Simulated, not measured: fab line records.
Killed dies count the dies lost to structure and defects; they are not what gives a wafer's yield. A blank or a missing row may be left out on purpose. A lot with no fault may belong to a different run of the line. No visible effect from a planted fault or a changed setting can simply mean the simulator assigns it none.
Matching of chambers ; flow nandHarc ; NHARC_P_M0_ETCH_34 on rieDiel-03 has 4 sister chambers
The step etches the open film in N2/H2, target depth 40 nm, overetch 12 nm, time 43.94 s. 4 wafers are shown with their chamber, then 7 later ones without.

EACH WAFER AND ITS CHAMBER
wafer;chamber;showerheadPlenumPTorr (Torr)
L077.1;3;1.99
L083.5;1;1.92
L084.2;2;1.89
L084.4;0;1.97

WAFERS WITHOUT THEIR CHAMBER
wafer;showerheadPlenumPTorr (Torr)
L084.5;1.92
L095.2;1.92
L095.3;1.89
L095.5;1.92
L096.1;1.96
L096.2;1.99
L096.4;1.89

CHAMBER TAKEN BY EACH
wafer;from the rows above;in truth
L084.5;1;1
L095.2;1;1
L095.3;2;2
L095.5;1;1
L096.1;0;0
L096.2;3;3
L096.4;2;2
7 of 7 placed correctly. From these rows, 0 cannot be placed. Wrongly placed: 0.
How it was worked out, from the rows above alone: a wafer's distance from a chamber is the root of the sum, over the readings, of the square of ((its reading less the chamber's mean) divided by the reading's scatter). If the next closest chamber is less than 2 further off than the closest, the wafer can't be placed; otherwise it belongs to the closest. Each chamber's mean is taken over the wafers shown for it. The scatter (one wafer shown for each chamber): square how far every hidden wafer sits from the nearest shown wafer, average those squares and take the square root.
